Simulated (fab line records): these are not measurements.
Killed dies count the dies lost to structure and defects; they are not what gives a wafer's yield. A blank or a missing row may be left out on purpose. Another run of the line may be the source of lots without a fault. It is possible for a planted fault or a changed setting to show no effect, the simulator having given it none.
fab line records | flow n5-finfet | part 1 of 2: steps 1 to 4 of 6
record lots=21 wafers=63 last-day=17
route steps=1938 shown STI_FIN_REVEAL@190 DUMMY_GATE@218 SDB@361 HKMG_FIN@406
lots that met no fault: taken from a fault-free run of the same line
start-h: hours from the record's opening day to when the first of the lot's shown wafers began | wait-h: hours from the lot's prior step to this one | " same as the row above | L1.1+2: one row covering several wafers at once | - no value, or no start was given | * or withheld: withheld | < > ~ a bound
route shown NAME@n: a module of which the file shows steps, and the number in the route of the first | usual: mean/standard deviation taken from wafers without a fault | same: alike in all rows | chamber/n: place in a boat | sites: the reading at each site | _std_site: the standard deviation of these | _edge_site: inner sites' mean taken away from outer sites' mean | radius-mm: how far each site lies from the wafer's centre | mask NAME#n: copy n | behind: the tool/chamber that last shaped the wafer | hold: why the lot went on hold/how many hours it stayed there/how the hold came to an end | device: transistor that didn't switch, given as n, p or np | end of line: at the end of the route, the tests of the same wafers | for a step that has no rows: nothing shown but its recipe | killed: not the wafer's yield, but the dies lost to structure and defects at the first sort | map: per-die view of a wafer (x killed, . not killed, _ where there is no die)
set.NAME: setting as actually run; set.NAME@STEP: the setting as run at that earlier step | model.NAME: the simulator's own value behind a step, which no gauge read
a sample of lots followed through the steps of the route, with each step as a table and each wafer as a row
services: when a tool's chamber went out of use (start-h, in hours from the record's first day, below 0 if earlier), for how many hours, and the reason
## steps
# step N5_STI_FIN_REVEAL_ETCHBACK_08
# recipe chemistry=C4F6/O2 target=SiO2 target-depth-a=305 time-s=10.167 ion-energy-ev=250 pressure-mtorr=30 source-w=345 bias-w=185 Ar_flow_sccm=300 C4F6_flow_sccm=10 O2_flow_sccm=10
# usual O2_flow_sccm=10.00/0.032 drypump-motor-current-A=5.55/0.3 oes-product-au=0.79/0.084 rf-vpp-V=666/22 showerhead-plenum-p-Torr=2.82/0.081 throttle-valve-pct=21.14/0.28
# columns lot.wafer tool chamber start-h wait-h O2_flow_sccm drypump-motor-current-A oes-product-au rf-hours-counter-h rf-vpp-V showerhead-plenum-p-Torr throttle-valve-pct
L074.3 rie-diel-02 3 33.75 0.1 9.98 5.75 0.71 219 680 2.81 21.38
L074.4 " 2 " " 9.98 5.68 0.75 158 650 2.81 21.13
L074.5 " 0 " " 10.04 5.71 0.75 - 628 2.71 21.18
L075.1 rie-diel-03 1 41.25 0.2 10.00 5.23 0.85 66 680 2.75 20.86
L075.2 " 3 " " 10.00 5.92 0.77 116 653 2.84 20.90
L075.3 " 0 " " 10.01 5.11 0.72 189 678 2.95 21.04
L076.2 rie-diel-03 3 47.77 0.2 9.99 5.96 0.77 119 653 2.84 20.92
L076.3 " 2 " " 10.03 5.72 1.01 1 692 2.92 20.92
L076.6 " 0 " " 10.01 5.08 0.72 - 677 2.95 21.05
L077.1 rie-diel-03 3 53.91 0.3 10.01 5.89 0.77 122 653 2.84 20.93
L077.3 " 2 " " 9.99 5.72 0.98 4 694 2.92 20.92
L077.6 " 3 " " 10.02 5.93 0.77 - 653 2.84 20.92
L078.1 rie-diel-03 1 58.47 0.2 10.01 5.21 0.85 72 682 2.75 20.87
L078.5 " 1 " " 10.00 5.24 0.84 - 682 2.75 20.87
L078.6 " 2 " " 10.03 5.74 0.98 - 693 2.91 20.92
L079.3 rie-diel-02 1 65.51 0.3 10.00 5.19 0.80 89 690 2.80 21.79
L079.4 " 2 " " 9.99 5.68 0.75 169 652 2.80 21.18
L079.5 " 0 " " 9.93 5.67 0.74 - 626 2.71 21.21
L080.2 rie-diel-06 0 71.13 0.2 10.02 6.01 0.95 3 666 2.76 20.67
L080.4 " 3 " " 10.02 5.93 0.72 - 638 2.71 21.25
L080.6 " 0 " " 9.99 5.99 0.93 - 665 2.76 20.69
L081.2 rie-diel-03 1 76.70 0.4 10.02 5.21 0.84 77 681 2.74 20.85
L081.3 " 3 " " 9.98 5.93 0.76 129 650 2.83 20.93
L081.4 " 2 " " 9.96 5.72 0.95 10 694 2.91 20.94
L082.2 rie-diel-03 0 82.75 0.3 10.04 5.09 0.72 202 679 2.95 21.05
L082.3 " 2 " " 10.01 5.70 0.95 11 692 2.91 20.93
L082.6 " 2 " " 10.00 5.72 0.94 - 693 2.91 20.93
L083.1 rie-diel-03 0 87.15 0.2 9.98 5.11 0.72 204 677 2.95 21.07
L083.4 " 3 " " 10.06 5.92 0.76 132 652 2.83 20.94
L083.5 " 1 " " 10.01 5.24 0.84 - 682 2.74 20.86
L085.2 rie-diel-03 2 102.26 0.2 10.00 5.71 0.93 19 692 2.91 20.95
L085.3 " 3 " " 9.97 5.89 0.76 138 653 2.83 20.95
L085.6 " 1 " " 9.94 5.24 0.83 - 681 2.74 20.88
L086.1 rie-diel-02 0 109.23 0.2 9.99 5.72 0.72 185 625 2.70 21.23
L086.3 " 2 " " 9.97 5.70 0.73 184 653 2.80 21.19
L086.4 " 3 " " 10.02 5.75 0.69 246 680 2.80 21.42
L088.1 rie-diel-02 0 120.10 0.2 9.93 5.69 0.73 190 627 2.70 21.24
L088.4 " 0 " " 9.97 5.72 0.73 - 627 2.70 21.25
L088.5 " 2 " " 9.96 5.66 0.73 - 651 2.79 21.20
L089.2 rie-diel-06 0 125.27 0.2 10.00 6.06 0.90 18 664 2.76 20.70
L089.5 " 1 " " 10.05 5.41 0.93 - 663 2.91 21.05
L089.6 " 2 " " 9.97 5.54 0.87 - 650 2.89 21.13
L090.2 rie-diel-02 0 130.61 0.2 10.00 5.69 0.72 196 625 2.70 21.25
L090.3 " 2 " " 10.03 5.74 0.73 194 652 2.79 21.22
L090.5 " 1 " " 10.03 5.22 0.78 - 691 2.79 21.83
L091.1 rie-diel-02 2 136.83 0.2 10.01 5.70 0.72 197 651 2.79 21.21
L091.3 " 0 " " 10.00 5.69 0.73 198 625 2.70 21.25
L091.5 " 1 " " 10.01 5.25 0.78 - 692 2.79 21.82
L092.2 rie-diel-02 1 143.01 0.2 10.03 5.24 0.77 117 689 2.78 21.81
L092.4 " 2 " " 9.98 5.71 0.71 - 652 2.79 21.22
L092.5 " 1 " " 10.01 5.18 0.77 - 689 2.78 21.82
L093.3 rie-diel-03 0 148.23 0.1 10.02 5.11 0.70 226 676 2.94 21.08
L093.5 " 2 " " 10.03 5.70 0.92 - 692 2.90 20.97
L093.6 " 3 " " 10.05 5.92 0.75 - 652 2.82 20.98
L094.2 rie-diel-02 2 153.98 0.5 10.03 5.68 0.71 206 651 2.79 21.20
L094.4 " 0 " " 10.03 5.70 0.71 203 626 2.69 21.26
L094.6 " 2 " " 10.04 5.70 0.71 - 650 2.79 21.24
L096.1 rie-diel-06 3 165.71 0.2 9.93 5.93 0.70 214 637 2.70 21.29
L096.5 " 1 " " 10.00 5.42 0.90 - 661 2.90 21.07
L096.6 " 2 " " 10.00 5.55 0.86 - 648 2.89 21.15
L097.2 rie-diel-06 1 172.34 0.2 10.02 5.41 0.90 35 663 2.90 21.08
L097.5 " 3 " " 10.00 5.92 0.69 - 637 2.70 21.30
L097.6 " 2 " " 9.98 5.52 0.85 - 648 2.89 21.15
# step N5_STI_FIN_REVEAL_STRIP_24
# recipe chemistry=N2/H2 time-s=90 power-w=100 temp-c=40 pressure-mtorr=100 rf-frequency-hz=6e+07 bias-power-w=3 n2-flow-sccm=300 h2-flow-sccm=300
# usual drypump-motor-current-A=5.55/0.3 oes-product-au=0.79/0.086 rf-vpp-V=45.2/0.81 showerhead-plenum-p-Torr=3.35/0.088 throttle-valve-pct=12.2/0.31
# columns lot.wafer tool chamber start-h wait-h drypump-motor-current-A oes-product-au rf-hours-counter-h rf-vpp-V showerhead-plenum-p-Torr throttle-valve-pct
L074.3 rie-diel-02 3 33.79 0.0 5.78 0.70 219 44.3 3.37 12.6
L074.4 " 2 " " 5.68 0.75 158 46.0 3.37 12.4
L074.5 " 0 " " 5.69 0.76 - 44.7 3.28 12.6
L075.1 rie-diel-03 1 41.28 0.0 5.24 0.86 66 44.9 3.25 11.8
L075.2 " 3 " " 5.94 0.79 116 44.9 3.39 12.1
L075.3 " 0 " " 5.10 0.73 189 46.5 3.50 12.1
L076.2 rie-diel-03 3 47.81 0.0 5.91 0.78 119 46.0 3.39 12.1
L076.3 " 2 " " 5.73 1.02 1 46.0 3.43 11.7
L076.6 " 0 " " 5.09 0.72 - 46.1 3.50 12.1
L077.1 rie-diel-03 3 53.95 0.0 5.88 0.79 122 45.9 3.38 12.1
L077.3 " 2 " " 5.73 1.00 4 46.9 3.43 11.7
L077.6 " 3 " " 5.93 0.78 - 45.1 3.38 12.1
L078.1 rie-diel-03 1 58.50 0.0 5.22 0.83 72 45.1 3.24 11.9
L078.5 " 1 " " 5.25 0.84 - 44.8 3.25 11.9
L078.6 " 2 " " 5.73 0.98 - 45.2 3.43 11.7
L079.3 rie-diel-02 1 65.54 0.0 5.23 0.80 89 44.5 3.28 12.4
L079.4 " 2 " " 5.67 0.74 169 46.5 3.36 12.4
L079.5 " 0 " " 5.68 0.75 - 44.5 3.28 12.6
L080.2 rie-diel-06 0 71.16 0.0 6.05 0.94 3 43.9 3.30 11.8
L080.4 " 3 " " 5.93 0.70 - 44.7 3.22 12.3
L080.6 " 0 " " 6.04 0.94 - 44.5 3.30 11.8
L081.2 rie-diel-03 1 76.73 0.0 5.22 0.83 77 46.4 3.24 11.9
L081.3 " 3 " " 5.90 0.78 129 45.7 3.38 12.1
L081.4 " 2 " " 5.71 0.97 10 45.4 3.42 11.7
L082.2 rie-diel-03 0 82.79 0.0 5.10 0.71 202 44.0 3.49 12.2
L082.3 " 2 " " 5.73 0.96 11 45.5 3.42 11.7
L082.6 " 2 " " 5.72 0.95 - 45.1 3.42 11.7
L083.1 rie-diel-03 0 87.19 0.0 5.09 0.71 204 44.6 3.49 12.2
L083.4 " 3 " " 5.92 0.78 132 44.1 3.38 12.1
L083.5 " 1 " " 5.25 0.83 - 46.4 3.24 11.9
L085.2 rie-diel-03 2 102.30 0.0 5.71 0.95 19 44.5 3.42 11.8
L085.3 " 3 " " 5.94 0.77 138 46.4 3.38 12.1
L085.6 " 1 " " 5.22 0.82 - 44.0 3.24 11.9
L086.1 rie-diel-02 0 109.27 0.0 5.70 0.73 185 46.4 3.27 12.6
L086.3 " 2 " " 5.73 0.73 184 44.8 3.35 12.5
L086.4 " 3 " " 5.77 0.69 246 45.9 3.36 12.7
L088.1 rie-diel-02 0 120.14 0.0 5.70 0.73 190 44.8 3.27 12.7
L088.4 " 0 " " 5.69 0.73 - 45.4 3.27 12.7
L088.5 " 2 " " 5.70 0.73 - 45.1 3.35 12.5
L089.2 rie-diel-06 0 125.31 0.0 6.05 0.89 18 45.1 3.30 11.8
L089.5 " 1 " " 5.43 0.92 - 44.2 3.46 11.9
L089.6 " 2 " " 5.52 0.86 - 44.3 3.45 12.2
L090.2 rie-diel-02 0 130.65 0.0 5.70 0.73 196 45.0 3.27 12.7
L090.3 " 2 " " 5.71 0.72 194 46.0 3.35 12.5
L090.5 " 1 " " 5.18 0.77 - 46.0 3.27 12.5
L091.1 rie-diel-02 2 136.86 0.0 5.72 0.71 197 45.2 3.34 12.5
L091.3 " 0 " " 5.70 0.72 198 46.2 3.27 12.7
L091.5 " 1 " " 5.23 0.77 - 45.0 3.27 12.5
L092.2 rie-diel-02 1 143.05 0.0 5.25 0.78 117 45.4 3.27 12.5
L092.4 " 2 " " 5.72 0.72 - 44.9 3.34 12.5
L092.5 " 1 " " 5.22 0.77 - 44.4 3.27 12.5
L093.3 rie-diel-03 0 148.26 0.0 5.12 0.69 226 42.9 3.48 12.3
L093.5 " 2 " " 5.72 0.92 - 44.8 3.41 11.8
L093.6 " 3 " " 5.94 0.75 - 44.5 3.37 12.2
L094.2 rie-diel-02 2 154.02 0.0 5.71 0.72 206 45.1 3.34 12.5
L094.4 " 0 " " 5.69 0.72 203 46.0 3.26 12.7
L094.6 " 2 " " 5.71 0.72 - 44.5 3.34 12.5
L096.1 rie-diel-06 3 165.75 0.0 5.93 0.69 214 44.2 3.20 12.4
L096.5 " 1 " " 5.44 0.90 - 44.4 3.45 11.9
L096.6 " 2 " " 5.57 0.85 - 45.5 3.44 12.3
L097.2 rie-diel-06 1 172.37 0.0 5.42 0.89 35 45.1 3.45 12.0
L097.5 " 3 " " 5.94 0.69 - 45.2 3.20 12.4
L097.6 " 2 " " 5.56 0.85 - 45.5 3.44 12.3
# step N5_DUMMY_GATE_CMP_04
# recipe material=a-Si post-cmp-clean=alkaline-brush
# usual motor-current-A=10.2/0.95 pad-life-wafers=1002/530 slurry-filter-dp-kPa=13.50/0.12 time-to-endpoint-s=14/3.6
# columns lot.wafer tool chamber start-h wait-h motor-current-A pad-life-wafers slurry-filter-dp-kPa time-to-endpoint-s
L074.3 cmp-01 3 40.76 0.0 10.4 690 13.47 19
L074.4 " 2 " " 11.2 693 13.59 18
L074.5 " 0 " " 10.4 - 13.57 15
L075.2 cmp-02 0 48.40 0.0 9.1 618 13.44 12
L075.3 " 2 " " 9.4 620 13.44 13
L075.1 " 3 " " 9.8 621 13.32 20
L076.3 cmp-03 2 54.76 0.0 9.6 1998 13.52 6
L076.2 " 3 " " 12.3 1999 13.38 13
L076.6 " 2 " " 10.1 - 13.49 4
L077.1 cmp-02 0 61.21 0.1 9.7 734 13.55 12
L077.3 " 1 " " 10.9 735 13.15 10
L077.6 " 2 " " 9.0 - 13.60 15
L078.1 cmp-02 2 65.59 0.1 8.9 776 13.58 14
L078.5 " 0 " " 9.3 - 13.73 12
L078.6 " 1 " " 10.6 - 13.61 11
L079.3 cmp-03 0 73.24 0.0 9.5 0 13.33 11
L079.4 " 1 " " 8.8 1 13.55 8
L079.5 " 0 " " 9.3 - 13.32 12
L080.4 cmp-01 3 78.30 0.0 11.1 978 13.65 18
L080.2 " 2 " " 11.5 981 13.56 16
L080.6 " 0 " " 10.5 - 13.36 15
L081.3 cmp-01 3 84.03 0.1 10.2 1039 13.59 16
L081.4 " 0 " " 10.2 1040 13.53 13
L081.2 " 1 " " 11.6 1041 13.36 10
L082.3 cmp-03 2 90.41 0.1 10.0 145 13.38 6
L082.2 " 0 " " 9.7 147 13.56 13
L082.6 " 1 " " 8.9 - 13.68 11
L083.1 cmp-03 3 96.43 0.0 11.7 186 13.50 13
L083.4 " 2 " " 9.9 189 13.29 6
L083.5 " 0 " " 8.9 - 13.42 14
L085.2 cmp-02 1 109.31 0.1 10.6 1141 13.20 11
L085.3 " 3 " " 9.6 1143 13.52 16
L085.6 " 0 " " 9.3 - 13.55 11
L086.3 cmp-01 1 116.58 0.0 12.0 1278 13.49 12
L086.4 " 2 " " 11.5 1279 13.54 17
L086.1 " 0 " " 10.5 1281 13.44 15
L088.1 cmp-02 1 127.42 0.1 10.3 1309 13.36 8
L088.4 " 2 " " 9.5 1310 13.54 13
L088.5 " 0 " " 9.8 - 13.35 10
L089.2 cmp-02 2 132.51 0.1 9.2 1357 13.60 12
L089.5 " 1 " " 10.3 - 13.50 10
L089.6 " 2 " " 9.0 - 13.66 10
L090.2 cmp-01 1 138.05 0.1 11.4 1446 13.51 13
L090.3 " 2 " " 11.2 1447 13.52 19
L090.5 " 1 " " 11.2 - 13.56 13
L091.1 cmp-03 2 143.80 0.0 9.7 570 13.63 10
L091.3 " 0 " " 9.2 572 13.65 11
L091.5 " 2 " " 10.3 - 13.63 7
L092.4 cmp-03 1 150.58 0.1 8.8 655 13.42 14
L092.2 " 2 " " 9.6 656 13.60 9
L092.5 " 0 " " 9.5 - 13.71 11
L093.3 cmp-02 0 155.33 0.1 9.5 1562 13.38 12
L093.6 " 2 " " 9.4 - 13.37 13
L093.5 " 3 " " 9.7 - 13.43 17
L094.2 cmp-01 0 161.04 0.1 11.0 1682 13.42 15
L094.4 " 1 " " 10.6 1683 13.18 12
L094.6 " 3 " " 11.2 - 13.39 18
L096.1 cmp-03 1 172.72 0.1 8.6 841 13.41 13
L096.5 " 0 " " 9.0 - 13.55 14
L096.6 " 1 " " 8.9 - 13.57 12
L097.2 cmp-02 3 179.42 0.1 9.6 1755 13.23 18
L097.6 " 0 " " 9.2 - 13.61 17
L097.5 " 1 " " 10.2 - 13.59 10
# step N5_SDB_ETCH_18
# recipe chemistry=N2/H2 target=SOC target-depth-a=1000 overetch-a=200 mask-material=SiARC temp-c=40 time-s=150 ion-energy-ev=200 pressure-mtorr=30 source-w=840 bias-w=150 n2-flow-sccm=200 h2-flow-sccm=200
# usual drypump-motor-current-A=5.58/0.3 oes-product-au=0.72/0.079 rf-vpp-V=523.3/2.1 showerhead-plenum-p-Torr=2.52/0.069 throttle-valve-pct=17.8/0.31
# columns lot.wafer tool chamber start-h wait-h drypump-motor-current-A oes-product-au rf-hours-counter-h rf-vpp-V showerhead-plenum-p-Torr throttle-valve-pct
L074.3 rie-diel-02 0 66.46 0.0 5.71 0.68 173 520.4 2.47 18.3
L074.4 " 3 " " 5.76 0.63 230 522.5 2.53 18.3
L074.5 " 2 " " 5.68 0.66 - 524.4 2.53 18.1
L075.1 rie-diel-03 0 76.29 0.0 5.12 0.64 201 525.9 2.64 17.7
L075.2 " 2 " " 5.69 0.86 10 525.4 2.58 17.4
L075.3 " 3 " " 5.99 0.70 128 523.0 2.55 17.7
L076.2 rie-diel-03 2 78.72 0.0 5.73 0.85 11 524.8 2.58 17.4
L076.3 " 1 " " 5.23 0.75 77 522.9 2.44 17.4
L076.6 " 1 " " 5.26 0.76 - 522.0 2.44 17.4
L077.1 rie-diel-03 2 88.31 0.0 5.71 0.86 13 525.6 2.58 17.4
L077.3 " 1 " " 5.22 0.75 81 521.3 2.44 17.4
L077.6 " 0 " " 5.11 0.64 - 525.0 2.64 17.7
L078.1 rie-diel-06 1 89.55 0.0 5.41 0.88 3 525.9 2.61 17.6
L078.5 " 3 " " 5.93 0.65 - 520.9 2.42 17.9
L078.6 " 2 " " 5.52 0.79 - 525.0 2.61 18.0
L079.3 rie-diel-03 0 97.34 0.0 5.05 0.63 208 525.6 2.63 17.7
L079.4 " 3 " " 5.89 0.69 136 525.9 2.54 17.7
L079.5 " 1 " " 5.23 0.75 - 521.6 2.43 17.5
L080.2 rie-diel-02 0 101.78 0.0 5.69 0.67 183 519.8 2.46 18.3
L080.4 " 3 " " 5.74 0.62 243 521.3 2.53 18.4
L080.6 " 2 " " 5.70 0.65 - 522.4 2.52 18.1
L081.2 rie-diel-06 1 107.32 0.0 5.41 0.85 11 525.6 2.61 17.6
L081.3 " 2 " " 5.54 0.79 51 525.2 2.60 18.0
L081.4 " 1 " " 5.42 0.84 - 525.8 2.61 17.6
L082.2 rie-diel-02 0 114.91 0.0 5.70 0.67 188 520.6 2.46 18.3
L082.3 " 2 " " 5.73 0.65 187 523.1 2.52 18.1
L082.6 " 0 " " 5.68 0.67 - 521.0 2.46 18.3
L083.1 rie-diel-06 2 121.21 0.0 5.53 0.78 57 525.9 2.60 18.0
L083.4 " 0 " " 6.01 0.83 16 523.1 2.48 17.5
L083.5 " 0 " " 6.03 0.83 - 522.6 2.48 17.5
L085.2 rie-diel-02 1 132.93 0.0 5.27 0.70 112 522.0 2.46 18.2
L085.3 " 0 " " 5.70 0.66 197 520.6 2.46 18.3
L085.6 " 0 " " 5.71 0.67 - 521.4 2.46 18.3
L086.1 rie-diel-03 0 141.16 0.0 5.10 0.62 224 524.8 2.63 17.7
L086.3 " 1 " " 5.23 0.73 99 520.3 2.43 17.5
L086.4 " 3 " " 5.90 0.68 151 524.0 2.54 17.7
L088.1 rie-diel-02 1 150.95 0.0 5.19 0.68 121 519.8 2.46 18.3
L088.4 " 3 " " 5.73 0.86 1 523.2 2.53 17.9
L088.5 " 3 " " 5.77 0.86 - 523.2 2.53 17.9
L089.2 rie-diel-06 0 159.13 0.0 6.04 0.79 31 523.2 2.47 17.5
L089.5 " 0 " " 6.05 0.80 - 523.0 2.47 17.5
L089.6 " 3 " " 5.94 0.64 - 519.7 2.41 17.9
L090.2 rie-diel-02 0 161.00 0.0 5.69 0.66 206 520.7 2.45 18.4
L090.3 " 2 " " 5.67 0.64 208 524.0 2.51 18.1
L090.5 " 1 " " 5.21 0.68 - 521.5 2.46 18.3
L091.1 rie-diel-03 1 167.82 0.0 5.23 0.72 107 520.6 2.42 17.5
L091.3 " 2 " " 5.71 0.80 40 524.9 2.57 17.5
L091.5 " 0 " " 5.13 0.61 - 526.5 2.62 17.8
L092.2 rie-diel-03 2 175.15 0.0 5.72 0.80 42 526.9 2.57 17.5
L092.4 " 0 " " 5.12 0.62 235 525.2 2.62 17.8
L092.5 " 1 " " 5.24 0.73 - 521.8 2.42 17.5
L093.3 rie-diel-03 2 179.35 0.0 5.72 0.80 44 525.4 2.57 17.4
L093.5 " 3 " " 5.93 0.66 - 523.7 2.53 17.8
L093.6 " 2 " " 5.73 0.80 - 526.2 2.57 17.4
L094.2 rie-diel-03 1 185.52 0.0 5.23 0.72 114 521.5 2.42 17.5
L094.4 " 0 " " 5.11 0.61 240 526.9 2.62 17.8
L094.6 " 2 " " 5.70 0.80 - 525.5 2.56 17.5
L096.1 rie-diel-02 0 199.38 0.0 5.66 0.64 220 520.3 2.45 18.4
L096.5 " 3 " " 5.73 0.82 - 521.7 2.52 18.0
L096.6 " 2 " " 5.71 0.63 - 524.1 2.51 18.1
L097.2 rie-diel-03 3 204.26 0.0 5.94 0.66 175 523.5 2.53 17.8
L097.5 " 2 " " 5.73 0.79 - 525.7 2.56 17.5
L097.6 " 3 " " 5.89 0.66 - 523.6 2.53 17.8
